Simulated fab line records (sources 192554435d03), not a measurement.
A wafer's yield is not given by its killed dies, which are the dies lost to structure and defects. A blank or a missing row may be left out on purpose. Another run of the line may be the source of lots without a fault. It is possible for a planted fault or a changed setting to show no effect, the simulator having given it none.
Matching of chambers / flow n5Finfet / N5_BEOL_M0_SAQP_PECVD_03 on pecvd-03 has 3 sister chambers
The step deposits SiCN from 3MS/NH3, target thk 12 nm, time 21.1 s. 6 wafers are shown with their chamber, then 8 later ones without.

## EACH WAFER AND ITS CHAMBER
wafer=L485.1; chamber=1; showerheadPlenumPTorr (Torr)=3.669; throttleValvePct (%)=9.0
wafer=L488.5; chamber=0; showerheadPlenumPTorr (Torr)=3.646; throttleValvePct (%)=9.2
wafer=L494.1; chamber=0; showerheadPlenumPTorr (Torr)=3.650; throttleValvePct (%)=9.1
wafer=L494.2; chamber=2; showerheadPlenumPTorr (Torr)=3.674; throttleValvePct (%)=7.9
wafer=L494.6; chamber=2; showerheadPlenumPTorr (Torr)=3.680; throttleValvePct (%)=8.3
wafer=L496.2; chamber=1; showerheadPlenumPTorr (Torr)=3.670; throttleValvePct (%)=9.4

## WAFERS MISSING THEIR CHAMBER
wafer=L496.4; showerheadPlenumPTorr (Torr)=3.644; throttleValvePct (%)=9.3
wafer=L496.5; showerheadPlenumPTorr (Torr)=3.677; throttleValvePct (%)=8.1
wafer=L501.1; showerheadPlenumPTorr (Torr)=3.661; throttleValvePct (%)=9.1
wafer=L501.4; showerheadPlenumPTorr (Torr)=3.670; throttleValvePct (%)=7.8
wafer=L501.5; showerheadPlenumPTorr (Torr)=3.647; throttleValvePct (%)=9.1
wafer=L502.3; showerheadPlenumPTorr (Torr)=3.650; throttleValvePct (%)=8.9
wafer=L502.4; showerheadPlenumPTorr (Torr)=3.643; throttleValvePct (%)=9.0
wafer=L502.5; showerheadPlenumPTorr (Torr)=3.674; throttleValvePct (%)=7.9

## EACH ONE'S CHAMBER
wafer=L496.4; from the rows above=0; in truth=0
wafer=L496.5; from the rows above=2; in truth=2
wafer=L501.1; from the rows above=can't be placed: 1 or 0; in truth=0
wafer=L501.4; from the rows above=2; in truth=2
wafer=L501.5; from the rows above=0; in truth=0
wafer=L502.3; from the rows above=0; in truth=0
wafer=L502.4; from the rows above=0; in truth=0
wafer=L502.5; from the rows above=2; in truth=2
Correct placement for 7 of the 8. Not placeable from these rows: 1 (in 1, the candidates include the true chamber). Placed wrongly: 0.
How it was worked out, from the rows above alone: a wafer's distance from a chamber is the root of the sum, over the readings, of the square of ((its reading less the chamber's mean) divided by the reading's scatter). The wafer belongs to the nearest chamber; if the next one is less than 2 further off, it can't be placed. The mean given for a chamber averages the wafers shown for that chamber. The scatter: take each reading less its chamber's mean, square it, sum over the shown wafers, divide by the number of wafers less the number of chambers, and take the root.
